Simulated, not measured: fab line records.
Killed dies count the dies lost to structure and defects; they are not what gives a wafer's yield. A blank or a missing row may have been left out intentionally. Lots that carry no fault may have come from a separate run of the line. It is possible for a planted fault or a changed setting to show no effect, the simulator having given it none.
Chamber matching + flow nand harc + rie diel-09 running NHARC_P_ZERO_WELL_ETCH_65: 4 sister chambers
The step etches the open film in N2/H2, target depth 80 nm, overetch 24 nm, time 87.88 s. 14 wafers are shown with their chamber, then 7 later ones without.

== WAFERS, EACH WITH ITS CHAMBER ==
| wafer  | chamber | drypump motor current A (A) | showerhead plenum p Torr (Torr) | oes product au (a.u.) |
|--------|---------|-----------------------------|---------------------------------|-----------------------|
| L490.2 | 1       | 5.6                         | 2.17                            | 0.967                 |
| L490.3 | 3       | 6.6                         | 2.16                            | 0.985                 |
| L490.5 | 0       | 5.3                         | 2.08                            | 0.997                 |
| L491.1 | 0       | 5.4                         | 2.08                            | 0.998                 |
| L491.5 | 0       | 5.4                         | 2.08                            | 0.994                 |
| L491.6 | 3       | 6.6                         | 2.16                            | 0.984                 |
| L495.3 | 3       | 6.6                         | 2.16                            | 0.991                 |
| L495.4 | 0       | 5.3                         | 2.08                            | 0.989                 |
| L495.6 | 1       | 5.6                         | 2.17                            | 0.976                 |
| L496.4 | 2       | 5.5                         | 2.11                            | 1.004                 |
| L496.5 | 0       | 5.3                         | 2.07                            | 1.004                 |
| L496.6 | 1       | 5.5                         | 2.16                            | 0.968                 |
| L503.1 | 1       | 5.6                         | 2.16                            | 0.989                 |
| L503.3 | 0       | 5.3                         | 2.07                            | 1.015                 |

SIGNATURES (averages over the wafers above)
| reading                  | chamber 0 | chamber 1 | chamber 2 | chamber 3 | scatter within a chamber |
|--------------------------|-----------|-----------|-----------|-----------|--------------------------|
| drypump motor current A  | 5.333     | 5.575     | 5.500     | 6.600     | 0.0456                   |
| showerhead plenum p Torr | 2.0767    | 2.1650    | 2.1100    | 2.1600    | 0.00483                  |
| oes product au           | 0.99950   | 0.97500   | 1.00400   | 0.98667   | 0.00865                  |
Rule: a wafer lies at a distance from a chamber equal to the root of the sum of squares, over the readings, of (its reading less the chamber's mean, divided by the reading's scatter). If the next closest chamber is less than 2 further off than the closest, the wafer can't be placed; otherwise it belongs to the closest. The scatter is the square root of a quotient: the sum, over the shown wafers, of each reading's squared deviation from its chamber's mean, divided by wafers minus chambers.

== WAFERS WITHOUT THEIR CHAMBER ==
| wafer  | drypump motor current A (A) | showerhead plenum p Torr (Torr) | oes product au (a.u.) |
|--------|-----------------------------|---------------------------------|-----------------------|
| L503.4 | 5.5                         | 2.10                            | 1.019                 |
| L504.1 | 5.5                         | 2.16                            | 0.995                 |
| L504.2 | 5.4                         | 2.06                            | 1.013                 |
| L504.3 | 5.5                         | 2.10                            | 1.008                 |
| L511.1 | 6.6                         | 2.14                            | 0.995                 |
| L511.2 | 5.5                         | 2.09                            | 1.021                 |
| L511.3 | 5.3                         | 2.06                            | 1.011                 |

== WHICH CHAMBER EACH WENT THROUGH ==
| wafer  | from the rows above     | in truth |
|--------|-------------------------|----------|
| L503.4 | 2                       | 2        |
| L504.1 | 1                       | 1        |
| L504.2 | 0                       | 0        |
| L504.3 | 2                       | 2        |
| L511.1 | 3                       | 3        |
| L511.2 | can't be placed: 2 or 0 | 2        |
| L511.3 | 0                       | 0        |
Placed correctly: 6 of 7. Unplaceable from these rows: 1, with the true chamber sitting among the candidates in 1. Wrongly placed: 0.
